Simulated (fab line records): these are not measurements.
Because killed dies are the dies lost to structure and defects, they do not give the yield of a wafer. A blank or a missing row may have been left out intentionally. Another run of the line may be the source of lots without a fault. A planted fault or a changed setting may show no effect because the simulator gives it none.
fab line records + flow n5-finfet
record:
- lots: 4
- wafers: 12
- last-day: 16
route steps=1938 shown BEOL_M4@1099 BEOL_M5@1112 MIM_TOP@1838 PASSIVATION@1936
lots untouched by any fault: they come from a run of this same line in which no faults occurred
start-h: hours from the record's first day to the start of the lot's first wafer shown + wait-h: time in hours since the lot's previous step + " repeats the value in the row above + L1.1+2: a row that stands for several wafers + - no value, or no start given + * or withheld: withheld + < > ~ a bound
route shown NAME@n: NAME is a module with steps in the file, n the number in the route of the first one + usual: average and standard deviation across the fault-free wafers + same: alike in all rows + chamber/n: place in a boat + sites: per-site readings + _std_site: standard deviation of those values + _edge_site: mean of outer sites minus mean of inner sites + radius-mm: how far each site lies from the wafer's centre + mask NAME#n: copy n + behind: the most recent tool/chamber to have shaped the wafer + hold: what put the lot on hold/how long, in hours/how the hold closed + device: transistor that didn't switch, given as n, p or np + end of line: the route-end tests of the same wafers + step lacking rows: just its recipe + killed: not the wafer's yield, but the dies lost to structure and defects at the first sort + map: shows each die of a wafer: x if killed, . if not, _ if none is there
set.NAME: the setting the step ran with; set.NAME@STEP: the setting that earlier step ran with + model.NAME: the simulator's own value behind a step, which no gauge read
a table for each step, a row for each wafer; lots at some steps of the route
services: from which hour (start-h, from the record's first day; less than 0 if before it) a tool's chamber was out of use, for how many hours, and why
== steps ==
step: N5_BEOL_M4_ANNEAL_95
recipe:
- temp-c: 400
- time-s: 240
- ambient: vacuum
step: N5_BEOL_M4_SPUTTER_96
recipe:
- material: Cu
- target-thk-a: 45
- temp-c: -20
- chamber-pressure-pa: 0.07
- power-w: withheld
- time-s: 8.29
step: N5_BEOL_M4_ECD_50
recipe:
- material: Cu
- target-thk-a: 3000
step: N5_BEOL_M4_ANNEAL_51
recipe:
- temp-c: 225
- time-s: 90
- ambient: N2
step: N5_BEOL_M4_CMP_52
recipe:
- stop-on: SiOC
- t-overpolish-s: 6.8
- down-force-psi: 1
- platen-rpm: 50
- clearing-platen-down-force-psi: 1.5
- clearing-platen-rpm: 50
- post-cmp-clean: cu-alkaline
- target-thk-nm: 40
- clearing-platen-pad-velocity-m-s: 0.99484
- pad-velocity-m-s: 0.99484
step: N5_BEOL_M4_PRE_CLEAN_60
recipe:
- gas: NH3/H2
- time-s: 15
- temp-c: *
- rf-power-w: 300
step: N5_BEOL_M4_CO_CAP_55
recipe:
- material: Co
- target-thk-a: 20
- temp-c: 200
- precursor: CCTBA/H2
- pressure-torr: 30
- time-s: 102.1
step: N5_BEOL_M4_PRE_CLEAN_56
recipe:
- gas: NH3
- time-s: 15
- temp-c: withheld
- rf-power-w: 300
step: N5_BEOL_M4_DEP_57
recipe:
- material: SiCN
- target-thk-a: 80
- temp-c: withheld
- precursor: 3MS/NH3
- pressure-torr: 3
- rf-w: 202
- time-s: 14
step: N5_BEOL_M4_RC_MEAS_101
usual:
- DIBL_N: 35.7/1.3
- DIBL_P: 35.4/1.8
- IOFF_N: 0.152/0.027
- IOFF_P: 0.20/0.034
- ION_N: 672/9.8
- ION_P: 461/7.5
- SS_N: 71.4/0.55
- SS_P: 73.1/0.61
- VT_N: 251/3.3
- VT_P: -251/3.6
| lot.wafer | tool      | chamber | start-h | wait-h | DIBL_N[mV/V] | DIBL_P[mV/V] | IOFF_N[nA/um] | IOFF_P[nA/um] | ION_N[uA/um] | ION_P[uA/um] | SS_N[mV/dec] | SS_P[mV/dec] | VT_N[mV] | VT_P[mV] |
|-----------|-----------|---------|---------|--------|--------------|--------------|---------------|---------------|--------------|--------------|--------------|--------------|----------|----------|
| L677.3    | prober-02 | 0       | 181.50  | 0.3    | 34.6         | 36.3         | 0.165         | 0.19          | 682          | 464          | 71.3         | 73.0         | 250      | -252     |
| L677.4    | "         | 0       | "       | "      | 36.9         | 37.7         | 0.190         | 0.20          | 680          | 456          | 72.2         | 73.9         | 249      | -251     |
| L677.6    | "         | 0       | "       | "      | 34.4         | 35.2         | 0.150         | 0.17          | 677          | 456          | 71.4         | 72.6         | 251      | -254     |
| L684.1    | prober-02 | 0       | 227.18  | 0.0    | 34.9         | 35.1         | 0.131         | 0.21          | 669          | 466          | 71.2         | 72.8         | 254      | -249     |
| L684.3    | "         | 0       | "       | "      | 35.9         | 35.8         | 0.152         | 0.23          | 679          | 469          | 71.6         | 73.3         | 249      | -249     |
| L684.6    | "         | 0       | "       | "      | 35.6         | 36.1         | 0.142         | 0.23          | 666          | 471          | 71.6         | 73.7         | 252      | -247     |
| L686.1    | prober-02 | 0       | 240.00  | 0.0    | 34.9         | 34.6         | 0.135         | 0.17          | 656          | 443          | 72.0         | 73.0         | 252      | -259     |
| L686.4    | "         | 0       | "       | "      | 37.4         | 36.0         | 0.168         | 0.18          | 670          | 447          | 72.4         | 73.3         | 252      | -255     |
| L686.5    | "         | 0       | "       | "      | 36.3         | 35.1         | 0.160         | 0.17          | 663          | 451          | 71.4         | 73.7         | 251      | -255     |
| L693.2    | prober-01 | 0       | 275.59  | 0.2    | 36.0         | 35.4         | 0.157         | 0.20          | 685          | 462          | 71.1         | 72.8         | 249      | -251     |
| L693.5    | "         | 0       | "       | "      | 35.7         | 35.3         | 0.148         | 0.20          | 678          | 469          | 71.1         | 72.9         | 250      | -249     |
| L693.6    | "         | 0       | "       | "      | 36.7         | 36.2         | 0.167         | 0.21          | 680          | 463          | 72.1         | 73.5         | 251      | -251     |
step: N5_BEOL_M5_ILD_DEP_00
recipe:
- material: SiCOH_lowk
- target-thk-a: 1406.4
- temp-c: 300
- precursor: DEMS/porogen
- pressure-torr: 5
- rf-w: 500
- time-s: 25.9
step: N5_BEOL_M5_CURE_79
recipe:
- temp-c: 385
- time-s: 240
- ambient: He/Ar
- material: SiCOH_lowk
step: N5_BEOL_M5_PECVD_70
recipe:
- material: SiO2
- target-thk-a: 160
- temp-c: 400
- precursor: TEOS/O2
- pressure-torr: 5.5
- rf-w: 450
- teos-flow-sccm: 53.8
- gas: O2
- flow-sccm: 3000
- time-s: 18
step: N5_BEOL_M5_HM_DEP_02
recipe:
- material: TiN
- target-thk-a: 200
- temp-c: 25
- chamber-pressure-pa: 0.49996
step: N5_BEOL_M5_COAT_59
recipe:
- resist: SOC
- temp-c: 250
- time-s: 60
- spin-rpm: 1500
- resist-thk-nm: 60
step: N5_BEOL_M5_COAT_60
recipe:
- resist: SiARC
- temp-c: 220
- time-s: 60
- spin-rpm: 1500
- resist-thk-nm: 12
step: N5_BEOL_M5_COAT_71
recipe:
- resist: underlayer
- temp-c: 205
- time-s: 60
- spin-rpm: 1500
- resist-thk-nm: 5
step: N5_BEOL_M5_COAT_05
recipe:
- resist: CAR-EUV
- spin-rpm: 1500
- resist-thk-nm: 30
step: N5_BEOL_M5_EBR_07
recipe:
- solvent: PGMEA
- ebr-width-mm: 1.5
step: N5_BEOL_M5_SOFTBAKE_06
recipe:
- temp-c: 110
- time-s: 60
- resist: CAR-EUV
step: N5_BEOL_M5_EXPOSE_08
recipe:
- mask-id: M5
- na: 0.33
- source-shape: annular
- sigma-inner: 0.4
- sigma-outer: 0.8
- polarization: unpolarized
- target-cd-nm: 28
- dose-mj: 35.75
step: N5_BEOL_M5_PEB_09
recipe:
- peb-temp-c: 100
- peb-time-s: 60
- resist: CAR-EUV
step: N5_BEOL_M5_DEVELOP_10
recipe:
- develop-time-s: 30
- developer: TMAH
- resist: CAR-EUV
- rinse-liquid: surfactant-rinse
- dry: air-spin
- dev-temp-c: 23
step: N5_BEOL_M5_DESCUM_16
recipe:
- chemistry: O2
- time-s: 7
- source-power-w: 50
- bias-power-w: 20
- pressure-mtorr: 20
- rf-frequency-hz: 2.712e+07
- temp-c: 40
- resist: CAR-EUV
- o2-flow-sccm: 225
step: N5_BEOL_M5_ETCH_72
recipe:
- chemistry: N2/H2
- target: underlayer
- target-depth-a: 65
- mask-material: CAR-EUV
- time-s: 5.2
- ion-energy-ev: 200
- pressure-mtorr: 30
- source-w: 840
- bias-w: 150
- n2-flow-sccm: 200
- h2-flow-sccm: 200
- ends: cleared
step: N5_BEOL_M5_ETCH_61
recipe:
- chemistry: CF4
- target: SiARC
- target-depth-a: 156
- mask-material: CAR-EUV
- time-s: 26
- ion-energy-ev: 80
- pressure-mtorr: 40
- source-w: 545
- bias-w: 36
- Ar_flow_sccm: 100
- cf4-flow-sccm: 100
- ends: cleared
step: N5_BEOL_M5_ETCH_62
recipe:
- chemistry: N2/H2
- target: SOC
- target-depth-a: 750
- overetch-a: 150
- mask-material: SiARC
- temp-c: 40
- time-s: 112.5
- ion-energy-ev: 200
- pressure-mtorr: 30
- source-w: 840
- bias-w: 150
- n2-flow-sccm: 200
- h2-flow-sccm: 200
step: N5_BEOL_M5_STRIP_63
recipe:
- chemistry: N2/H2
- temp-c: 40
- n2-flow-sccm: 200
- h2-flow-sccm: 200
- rf-frequency-hz: 6e+07
step: N5_BEOL_M5_STRIP_73
recipe:
- chemistry: N2/H2
- temp-c: 40
- n2-flow-sccm: 200
- h2-flow-sccm: 200
- rf-frequency-hz: 6e+07
step: N5_BEOL_M5_STRIP_64
recipe:
- chemistry: CF4
- resist: SiARC
- power-w: 300
- bias-power-w: 75
- pressure-mtorr: 50
- cf4-flow-sccm: 150
- rf-frequency-hz: 6e+07
step: N5_BEOL_M5_HM_OPEN_17
recipe:
- chemistry: Cl2/BCl3
- target-depth-a: 200
- overetch-a: 60
- target: TiN
- mask-material: SOC
- ion-energy-ev: 150
- pressure-mtorr: 10
- icp-w: 1000
- bias-w: 126
- Cl2_flow_sccm: 53.25
- bcl3-flow-sccm: 21.75
- Ar_flow_sccm: 25
step: N5_BEOL_M5_STRIP_19
recipe:
- chemistry: O2
- power-w: 400
- temp-c: 40
- pressure-mtorr: 30
- rf-frequency-hz: 6e+07
- bias-power-w: 0
- overash-fraction: 0.2
- o2-flow-sccm: 225
step: N5_BEOL_M5_COAT_65
recipe:
- resist: SOC
- temp-c: 250
- time-s: 60
- spin-rpm: 1500
- resist-thk-nm: 60
step: N5_BEOL_M5_COAT_66
recipe:
- resist: SiARC
- temp-c: 220
- time-s: 60
- spin-rpm: 1500
- resist-thk-nm: 12
step: N5_MIM_TOP_SPUTTER_03
recipe:
- material: TiN
- target-thk-a: 350
- temp-c: 200
- power-w: 3000
- chamber-pressure-pa: 0.49996
- gas: Ar
- reactive-partial-pa: 0.37997
- time-s: 89.7
usual:
- throttle-valve-pct: 30.0/0.77
| lot.wafer | tool           | chamber | start-h | wait-h | throttle-valve-pct | model.TiN_of_MIM_TOP_SPUTTER_03.thk-nm |
|-----------|----------------|---------|---------|--------|--------------------|----------------------------------------|
| L677.3    | pvd-sputter-01 | -       | 282.86  | 0.0    | 29.8               | 35                                     |
| L677.4    | "              | -       | "       | "      | 30.9               | 35.4                                   |
| L677.6    | "              | -       | "       | "      | 29.6               | 35.2                                   |
| L684.1    | pvd-sputter-01 | -       | 321.69  | 0.0    | 29.5               | 57                                     |
| L684.3    | "              | -       | "       | "      | 31.0               | 57.2                                   |
| L684.6    | "              | -       | "       | "      | 30.9               | 35                                     |
| L686.1    | pvd-sputter-01 | -       | 331.77  | 0.0    | 29.4               | 57.4                                   |
| L686.4    | "              | -       | "       | "      | 31.0               | 35.8                                   |
| L686.5    | "              | -       | "       | "      | 29.6               | 35.4                                   |
| L693.2    | pvd-sputter-03 | -       | 359.93  | 0.0    | 30.6               | 34.4                                   |
| L693.5    | "              | -       | "       | "      | 29.3               | 34.4                                   |
| L693.6    | "              | -       | "       | "      | 30.4               | 34.2                                   |
step: N5_PASSIVATION_PROBE_49
usual:
- defect-limited-yield: 91.5/1.3
- killed_at_M0_to_M3: 33/11
- killed_at_M4_up: 14/5.3
- killed-at-contacts: 11/6.3
- killed-at-front-end: 38/10
- killed-at-other: 3.7/2.8
- killed-dies: 101/16
- killed-on-rim: 13/3.4
- killed-open: 67/12
- killed-short: 32/7.4
- sort_bin_5_function: 5.0/0.86
- sort_bin_6_memory: 3.2/0.69
- sort-n-pass: 1079/16
- sort-yield-pct: 91.5/1.3
same:
- gross-dies: 1180
- killed-at-back-side: 0
- sort_bin_4_leakage[%]: 0
- sort_bin_8_speed[%]: 0
| lot.wafer | tool      | chamber | start-h | wait-h | defect-limited-yield[%] | killed_at_M0_to_M3 | killed_at_M4_up | killed-at-contacts | killed-at-front-end | killed-at-other | killed-dies | killed-on-rim | killed-open | killed-short | sort_bin_5_function[%] | sort_bin_6_memory[%] | sort-n-pass | sort-yield-pct[%] |
|-----------|-----------|---------|---------|--------|-------------------------|--------------------|-----------------|--------------------|---------------------|-----------------|-------------|---------------|-------------|--------------|------------------------|----------------------|-------------|-------------------|
| L684.1    | prober-02 | -       | 333.10  | 0.0    | 0                       | 32                 | 13              | 15                 | 38                  | 1082            | 1180        | 152           | 70          | 26           | 5.2                    | 2.9                  | 0           | 0                 |
| L684.3    | prober-02 | -       | 333.20  | 0.1    | 0                       | 33                 | 15              | 7                  | 42                  | 1083            | 1180        | 152           | 63          | 35           | 4.3                    | 3.9                  | 0           | 0                 |
| L686.1    | prober-01 | -       | 347.49  | 0.0    | 0                       | 35                 | 17              | 12                 | 28                  | 1088            | 1180        | 152           | 69          | 25           | 4.8                    | 3.3                  | 0           | 0                 |
| L686.5    | prober-01 | -       | 347.69  | 0.2    | 92.5                    | 25                 | 17              | 1                  | 42                  | 4               | 89          | 13            | 65          | 21           | 4.7                    | 2.5                  | 1091        | 92.5              |
killed by level:class
L684.1 MIM_TOP:area-sputter=1082 MOL_CONTACT_COAG:geometric-particle:open=14 BEOL_M2:geometric-particle:open=9 BEOL_M4:geometric-particle:open=9 BEOL_M0_SAQP:geometric-particle:short=8 FIN_SAQP:geometric-particle:open=7 STI_FIN_REVEAL:geometric-particle:open=7 BEOL_M0_SAQP:geometric-particle:open=7
L684.3 MIM_TOP:area-sputter=1082 FIN_SAQP:geometric-particle:short=13 STI_FIN_REVEAL:geometric-particle:open=11 BEOL_M2:geometric-particle:open=11 BEOL_M3:geometric-particle:open=10 BEOL_M0_SAQP:geometric-particle:short=7 MOL_CONTACT_COAG:geometric-particle:open=6 BEOL_M6:geometric-particle:open=4
L686.1 MIM_TOP:area-sputter=1083 MOL_CONTACT_COAG:geometric-particle:open=10 STI_FIN_REVEAL:geometric-particle:open=9 BEOL_M2:geometric-particle:open=8 BEOL_M4:geometric-particle:open=8 BEOL_M0_SAQP:geometric-particle:short=7 BEOL_M0_SAQP:geometric-particle:open=7 FIN_SAQP:geometric-particle:short=4
L686.5 STI_FIN_REVEAL:geometric-particle:open=16 BEOL_M1:geometric-particle:open=9 BEOL_M4:geometric-particle:open=8 FIN_SAQP:geometric-particle:short=6 DUMMY_GATE:geometric-particle:open=6 BEOL_M3:geometric-particle:open=5 FIN_SAQP:geometric-particle:open=3 BEOL_M0_SAQP:geometric-particle:open=3
map L684.1 (x killed, . not)
_________________xxxxxxxxxxxx________________
______________xxxxxxxxxxxxxxxxxx_____________
___________xxxxxxxxxxxxxxxxxxxxxxxx__________
__________xxxxxxxxxxxxxxxxxxxxxxxxxx_________
________xxxxxxxxxxxxxxxxxxxxxxxxxxxxxx_______
_______xxxxxxxxxxxxxxxxxxxxxxxxxxxxxxxx______
______xxxxxxxxxxxxxxxxxxxxxxxxxxxxxxxxxx_____
_____xxxxxxxxxxxxxxxxxxxxxxxxxxxxxxxxxxxx____
____xxxxxxxxxxxxxxxxxxxxxxxxxxxxxxxxxxxxxx___
___xxxxxxxxxxxxxxxxxxxxxxxxxxxxxxxxxxxxxxxx__
___xxxxxxxxxxxxxxxxxxxxxxxxxxxxxxxxxxxxxxxx__
__xxxxxxxxxxxxxxxxxxxxxxxxxxxxxxxxxxxxxxxxxx_
__xxxxxxxxxxxxxxxxxxxxxxxxxxxxxxxxxxxxxxxxxx_
_xxxxxxxxxxxxxxxxxxxxxxxxxxxxxxxxxxxxxxxxxxxx
_xxxxxxxxxxxxxxxxxxxxxxxxxxxxxxxxxxxxxxxxxxxx
_xxxxxxxxxxxxxxxxxxxxxxxxxxxxxxxxxxxxxxxxxxxx
_xxxxxxxxxxxxxxxxxxxxxxxxxxxxxxxxxxxxxxxxxxxx
_xxxxxxxxxxxxxxxxxxxxxxxxxxxxxxxxxxxxxxxxxxxx
_xxxxxxxxxxxxxxxxxxxxxxxxxxxxxxxxxxxxxxxxxxxx
_xxxxxxxxxxxxxxxxxxxxxxxxxxxxxxxxxxxxxxxxxxxx
_xxxxxxxxxxxxxxxxxxxxxxxxxxxxxxxxxxxxxxxxxxxx
__xxxxxxxxxxxxxxxxxxxxxxxxxxxxxxxxxxxxxxxxxx_
__xxxxxxxxxxxxxxxxxxxxxxxxxxxxxxxxxxxxxxxxxx_
___xxxxxxxxxxxxxxxxxxxxxxxxxxxxxxxxxxxxxxxx__
___xxxxxxxxxxxxxxxxxxxxxxxxxxxxxxxxxxxxxxxx__
____xxxxxxxxxxxxxxxxxxxxxxxxxxxxxxxxxxxxxx___
_____xxxxxxxxxxxxxxxxxxxxxxxxxxxxxxxxxxxx____
______xxxxxxxxxxxxxxxxxxxxxxxxxxxxxxxxxx_____
_______xxxxxxxxxxxxxxxxxxxxxxxxxxxxxxxx______
________xxxxxxxxxxxxxxxxxxxxxxxxxxxxxx_______
__________xxxxxxxxxxxxxxxxxxxxxxxxxx_________
___________xxxxxxxxxxxxxxxxxxxxxxxx__________
______________xxxxxxxxxxxxxxxxxx_____________
_________________xxxxxxxxxxxx________________
map L686.1 (x killed, . not)
_________________xxxxxxxxxxxx________________
______________xxxxxxxxxxxxxxxxxx_____________
___________xxxxxxxxxxxxxxxxxxxxxxxx__________
__________xxxxxxxxxxxxxxxxxxxxxxxxxx_________
________xxxxxxxxxxxxxxxxxxxxxxxxxxxxxx_______
_______xxxxxxxxxxxxxxxxxxxxxxxxxxxxxxxx______
______xxxxxxxxxxxxxxxxxxxxxxxxxxxxxxxxxx_____
_____xxxxxxxxxxxxxxxxxxxxxxxxxxxxxxxxxxxx____
____xxxxxxxxxxxxxxxxxxxxxxxxxxxxxxxxxxxxxx___
___xxxxxxxxxxxxxxxxxxxxxxxxxxxxxxxxxxxxxxxx__
___xxxxxxxxxxxxxxxxxxxxxxxxxxxxxxxxxxxxxxxx__
__xxxxxxxxxxxxxxxxxxxxxxxxxxxxxxxxxxxxxxxxxx_
__xxxxxxxxxxxxxxxxxxxxxxxxxxxxxxxxxxxxxxxxxx_
_xxxxxxxxxxxxxxxxxxxxxxxxxxxxxxxxxxxxxxxxxxxx
_xxxxxxxxxxxxxxxxxxxxxxxxxxxxxxxxxxxxxxxxxxxx
_xxxxxxxxxxxxxxxxxxxxxxxxxxxxxxxxxxxxxxxxxxxx
_xxxxxxxxxxxxxxxxxxxxxxxxxxxxxxxxxxxxxxxxxxxx
_xxxxxxxxxxxxxxxxxxxxxxxxxxxxxxxxxxxxxxxxxxxx
_xxxxxxxxxxxxxxxxxxxxxxxxxxxxxxxxxxxxxxxxxxxx
_xxxxxxxxxxxxxxxxxxxxxxxxxxxxxxxxxxxxxxxxxxxx
_xxxxxxxxxxxxxxxxxxxxxxxxxxxxxxxxxxxxxxxxxxxx
__xxxxxxxxxxxxxxxxxxxxxxxxxxxxxxxxxxxxxxxxxx_
__xxxxxxxxxxxxxxxxxxxxxxxxxxxxxxxxxxxxxxxxxx_
___xxxxxxxxxxxxxxxxxxxxxxxxxxxxxxxxxxxxxxxx__
___xxxxxxxxxxxxxxxxxxxxxxxxxxxxxxxxxxxxxxxx__
____xxxxxxxxxxxxxxxxxxxxxxxxxxxxxxxxxxxxxx___
_____xxxxxxxxxxxxxxxxxxxxxxxxxxxxxxxxxxxx____
______xxxxxxxxxxxxxxxxxxxxxxxxxxxxxxxxxx_____
_______xxxxxxxxxxxxxxxxxxxxxxxxxxxxxxxx______
________xxxxxxxxxxxxxxxxxxxxxxxxxxxxxx_______
__________xxxxxxxxxxxxxxxxxxxxxxxxxx_________
___________xxxxxxxxxxxxxxxxxxxxxxxx__________
______________xxxxxxxxxxxxxxxxxx_____________
_________________xxxxxxxxxxxx________________
== services ==
| tool           | chamber | start-h | hours | kind   |
|----------------|---------|---------|-------|--------|
| pvd-sputter-03 | -       | 285.89  | 3.8   | repair |
== key ==
first-sign:
- step: N5_PASSIVATION_PROBE_49
- reading: killed-at-other
- direction: up
- sigmas: 99+
- usual: 3.7
- struck: 1084.3
effect:
- step: N5_PASSIVATION_PROBE_49
- reading: defect-limited-yield
- direction: down
- sigmas: 69
- usual: 91.5
- struck: 0
model-effect:
- step: N5_MIM_TOP_SPUTTER_03
- value: TiN_of_MIM_TOP_SPUTTER_03.thk-nm
- without: 35
- struck: 57.2
more-kills-born-at:
- N5_MIM_TOP_SPUTTER_03@pvd-sputter-01: 3247
met-at N5_MIM_TOP_SPUTTER_03
struck-wafers L684.1,L684.3,L686.1
later-rows-left-out L684.1,L684.3,L686.1
onset-between 282.86 321.69
fault:
- kind: process-parameter-drift
- tool: pvd-sputter-01
- chamber: -
- onset-h: 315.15
- steps: N5_MIM_TOP_SPUTTER_03
- channel: time-s
- offset: *
- shape: step
- end-h: 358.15
- scope: struck-wafers-only
- acts-in: *
- stated: *
later-rows-left-out: the simulator's readings of these wafers behind a module that went badly wrong aren't trusted and aren't shown, but for the sort
